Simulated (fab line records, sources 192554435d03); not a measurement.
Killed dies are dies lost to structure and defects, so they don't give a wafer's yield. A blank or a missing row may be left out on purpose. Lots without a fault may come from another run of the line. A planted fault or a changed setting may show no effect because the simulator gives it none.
One fault seen from 2 desks | flow n5_finfet | each desk has only its own numbers; what lay behind them comes last

THE METROLOGY DESK
What the gauges read, lot by lot, whatever tool the lot ran on: means of the sampled wafers that have a number. A lot is out of limits, marked OUT, if its mean lies more than 4 standard deviations from the usual mean; the brackets give that distance. Of its 11 readings 7 are shown: those that lie furthest out on some lot.
Columns: A = DIBL_N at N5_BEOL_M4_RC_MEAS_101, usual 36.0 mV/V; B = DIBL_P at N5_BEOL_M4_RC_MEAS_101, usual 36.2 mV/V; C = IOFF_N at N5_BEOL_M4_RC_MEAS_101, usual 0.155 nA/um; D = ION_P at N5_BEOL_M4_RC_MEAS_101, usual 463 uA/um; E = SS_N at N5_BEOL_M4_RC_MEAS_101, usual 71.4 mV/dec; F = SS_P at N5_BEOL_M4_RC_MEAS_101, usual 73.4 mV/dec; G = VT_N at N5_BEOL_M4_RC_MEAS_101, usual 250.0 mV
lot  | first seen here | A    | B    | C     | D   | E    | F    | G
L810 | day 7 04:53     | 36.3 | 36.4 | 0.146 | 456 | 71.6 | 73.3 | 251.3
L819 | day 8 20:08     | 37.8 | 39.4 | 0.200 | 466 | 71.7 | 74.2 | 245.1
L821 | day 9 06:59     | 33.6 | 34.0 | 0.138 | 458 | 71.3 | 73.0 | 249.5
L823 | day 9 13:28     | 34.7 | 35.9 | 0.143 | 461 | 72.1 | 73.1 | 249.8
L825 | day 10 01:37    | 36.9 | 36.6 | 0.155 | 463 | 71.5 | 73.6 | 250.6
L826 | day 10 09:29    | 35.2 | 37.6 | 0.143 | 461 | 71.6 | 73.6 | 250.8
L828 | day 10 22:47    | 36.9 | 36.6 | 0.167 | 474 | 72.1 | 73.6 | 251.0
L832 | day 11 10:52    | 34.9 | 34.6 | 0.125 | 464 | 70.8 | 72.6 | 253.6
L829 | day 11 18:40    | 35.3 | 36.1 | 0.151 | 464 | 71.3 | 72.9 | 249.2
This desk's finding: nothing out of limits on any of the 9 lots.

THE TOOL OWNER'S DESK: ald_sin-01
The tool's own readings at N5_BEOL_M0_SAQP_ALD_48 (deposits SiO2, target thk 20 nm, pulse time 1 s, co reactant pulse time 1 s): means of the sampled wafers that have a number, for each lot that ran on this tool. A lot is out of limits, marked OUT, if its mean lies more than 4 standard deviations from the usual mean; the brackets give that distance.
Columns: A = heater_power_w at N5_BEOL_M0_SAQP_ALD_48, usual 75 W; B = precursor_pulse_height_rel at N5_BEOL_M0_SAQP_ALD_48, usual 1.001
lot  | first seen here | A  | B
L819 | day 8 21:05     | 76 | 1.011
L821 | day 9 07:34     | 76 | 1.007
This desk's finding: nothing out of limits on any of the 2 lots.

PUT TOGETHER
The metrology desk saw nothing out of limits.
The tool owner's desk saw nothing out of limits.

WHAT THE SIMULATOR HAD PUT IN
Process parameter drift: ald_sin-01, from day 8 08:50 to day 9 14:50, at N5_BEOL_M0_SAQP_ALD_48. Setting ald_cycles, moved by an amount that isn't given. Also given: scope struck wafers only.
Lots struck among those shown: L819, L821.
